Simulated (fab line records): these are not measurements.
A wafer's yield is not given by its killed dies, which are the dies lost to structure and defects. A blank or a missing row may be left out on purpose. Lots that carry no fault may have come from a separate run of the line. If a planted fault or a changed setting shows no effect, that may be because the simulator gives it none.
Matching of chambers ; flow nand-harc ; NHARC_P_M2_PRE_CLEAN_32 on pecvd-03: 3 sister chambers
The step time 12 s. 3 wafers are shown with their chamber, then 7 later ones without.

## WAFERS PAIRED WITH THEIR CHAMBERS
wafer;chamber;heater-power-w (W)
L084.2;1;519
L084.6;2;821
L087.4;0;681

## WAFERS WITHOUT THEIR CHAMBER
wafer;heater-power-w (W)
L087.6;723
L088.1;811
L088.3;508
L088.5;592
L097.1;490
L097.5;698
L097.6;712

## EACH ONE'S CHAMBER
wafer;from the rows above;in truth
L087.6;can't be placed: 0 or 2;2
L088.1;2;2
L088.3;1;1
L088.5;can't be placed: 1 or 0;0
L097.1;1;1
L097.5;0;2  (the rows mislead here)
L097.6;0;0
Placed correctly: 4 of 7. Not placeable from these rows: 2 (in 2, the candidates include the true chamber). 1 placed wrongly.
How it was worked out, from the rows above alone: a wafer's distance from a chamber is the root of the sum, over the readings, of the square of ((its reading less the chamber's mean) divided by the reading's scatter). If the next closest chamber is less than 2 further off than the closest, the wafer can't be placed; otherwise it belongs to the closest. For every chamber, the mean is computed from those of its wafers that are shown. The scatter: root of mean squared gap, hidden wafer to nearest shown wafer, with one shown wafer a chamber.
